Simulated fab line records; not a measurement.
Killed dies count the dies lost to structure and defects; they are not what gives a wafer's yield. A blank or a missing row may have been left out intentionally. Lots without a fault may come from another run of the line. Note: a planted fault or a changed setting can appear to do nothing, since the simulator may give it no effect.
Problem report, 8D (eight disciplines) form, completed by code | flow n5Finfet | the parts of the form that need people (team, actions taken, sign-off) are left out

## 1. THE ISSUE
N5_BEOL_M6_ETCH_65, etchRfOnTimeS: mean 18.2 s over 1 wafer from 1 lot; wafers with no fault: 25.8 s, standard deviation 0.72. Measured from the usual mean, that is -11 standard deviations.
The step: etches SiARC in CF4, target depth 15.6 nm, time 26 s.
Earliest sighting: wafer L793.2 on rieDiel-04 at day 12 21:25. The record has a number at this step for 30 wafers belonging to 10 lots. Rule for "out", or "out of limits": more than 4 standard deviations from the usual mean. The rest of the wafers with a number are treated as sound.

## 2. WHAT IT IS, WHAT IT ISN'T
question                    | is                | is not
which readings at this step | etchRfOnTimeS     | drypumpMotorCurrentA, rfFwdPowerW, rfVppV, showerheadPlenumPTorr, throttleValvePct
which lots                  | L793              | L777, L779, L780, L781, L782, L785, L794, L798, L800
which wafers of those lots  | L793.2            | L793.3, L793.5
read on which tools         | rieDiel-04        | rieDiel-01, rieDiel-06
when                        | from day 12 21:25 | up to then (20 sound wafers); but 9 sound wafers of L794, L798, L800 came after

## 3. SUSPECTS, AND WHAT RULES EACH OUT
Counting: if a tool at a process step up to the reading ran every lot that is out, it stays a suspect. Sound lots after the first of them don't rule it out here, since some wafers of a struck lot are sound.
- rieDiel-04 at N5_BEOL_M6_ETCH_65 (etches SiARC in CF4, target depth 15.6 nm, time 26 s): kept. The lot that is out, L793, ran on it at day 12 21:25; the last sound lot it ran before that was L785, at day 11 08:06. Out on those wafers are its own readings of etchRfOnTimeS.
- In rieDiel-04 at N5_BEOL_M6_ETCH_65, the wafers that are out were processed in chamber 3 and their sound lot-mates in chambers 0, 2.
Remaining after the count: rieDiel-04 at N5_BEOL_M6_ETCH_65.

## 4. THE CAUSE (what the simulator had put in)
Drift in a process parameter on rieDiel-04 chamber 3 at N5_BEOL_M6_ETCH_65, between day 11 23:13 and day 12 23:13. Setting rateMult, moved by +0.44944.
Only this tool survived the counting.

## 5. THE CHAIN OF EFFECTS, in route order
Rows list readings where the struck wafers' mean (over those with a number) sits beyond 3 standard deviations from the usual. Only readings whose record carries a usual standard deviation are examined. hours: median over the lots of the time between each lot's start at the first step of this table that gives one and its start at this step. sigmas: the change, counted in usual standard deviations.
hours | step               | reading       | usual  | on struck wafers | change | sigmas
0     | N5_BEOL_M6_ETCH_65 | etchRfOnTimeS | 25.8 s | 18.2             | -7.6   | -11
Here are the process steps it includes:
- N5_BEOL_M6_ETCH_65: etches SiARC in CF4, target depth 15.6 nm, time 26 s.
Later measuring or inspecting steps at which every struck wafer that the step has a row for has a number for every such reading, and none has moved that far: N5_BEOL_M6_OCD_MEAS_38.

## 6. HOW IT WOULD HAVE BEEN CAUGHT EARLIER
In this record no reading fell out of limits until day 12 21:25, 22 hours after the fault had begun at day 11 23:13.
